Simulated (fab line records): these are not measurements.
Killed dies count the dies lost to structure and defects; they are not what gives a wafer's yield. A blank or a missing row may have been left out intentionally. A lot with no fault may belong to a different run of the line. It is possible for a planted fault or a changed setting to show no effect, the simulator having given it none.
Which tool is to blame? + flow n5-finfet + 33 wafers sampled from 11 lots at 1 step of a route of 1938

== WHAT THE GAUGES READ, wafer by wafer ==
N5_BEOL_M4_INSPECT_59: inspects for defects (darkfield).
| lot  | measured     | on                | raw-defect-count |
|------|--------------|-------------------|------------------|
| L768 | day 7 20:00  | defect-inspect-01 | 53 36 63         |
| L769 | day 7 22:30  | defect-inspect-01 | 52 62 57         |
| L773 | day 10 00:44 | defect-inspect-02 | 59 72 44         |
| L775 | day 10 16:32 | defect-inspect-01 | 90 95 91         |
| L780 | day 11 09:20 | defect-inspect-01 | 70 96 55         |
| L782 | day 11 17:22 | defect-inspect-02 | 79 92 47         |
| L783 | day 12 11:08 | defect-inspect-01 | 53 53 78         |
| L785 | day 12 20:40 | defect-inspect-01 | 67 103 131       |
| L786 | day 12 22:34 | defect-inspect-01 | 70 103 65        |
| L787 | day 13 05:01 | defect-inspect-01 | 61 45 43         |
| L791 | day 14 07:25 | defect-inspect-02 | 49 75 76         |

== EACH LOT AND THE TOOL THAT RAN IT (in order: tool; ch and the chambers of the sampled wafers; start) ==
Record: no process step prior to these readings.

== THE ANSWER, worked out from the rows above alone ==
Rule: the lots themselves supply what counts as usual. The widest of any qualifying gaps counts: lots, ordered by their means at a reading, are off when they make up no more than a third of the lots, leave a main group of 4 or more, and stand apart from it by 3 or more times the standard deviation of that group's means. If all means in a main group match to the digits the tables above print for the reading, that group is not used. A lot without any number at a reading at which 4 lots or more have one is off too. All remaining lots with rows at the step are treated as sound.
No lot is off at any reading shown: from this, nothing can be told.

== WHAT THE SIMULATOR HAD INSERTED ==
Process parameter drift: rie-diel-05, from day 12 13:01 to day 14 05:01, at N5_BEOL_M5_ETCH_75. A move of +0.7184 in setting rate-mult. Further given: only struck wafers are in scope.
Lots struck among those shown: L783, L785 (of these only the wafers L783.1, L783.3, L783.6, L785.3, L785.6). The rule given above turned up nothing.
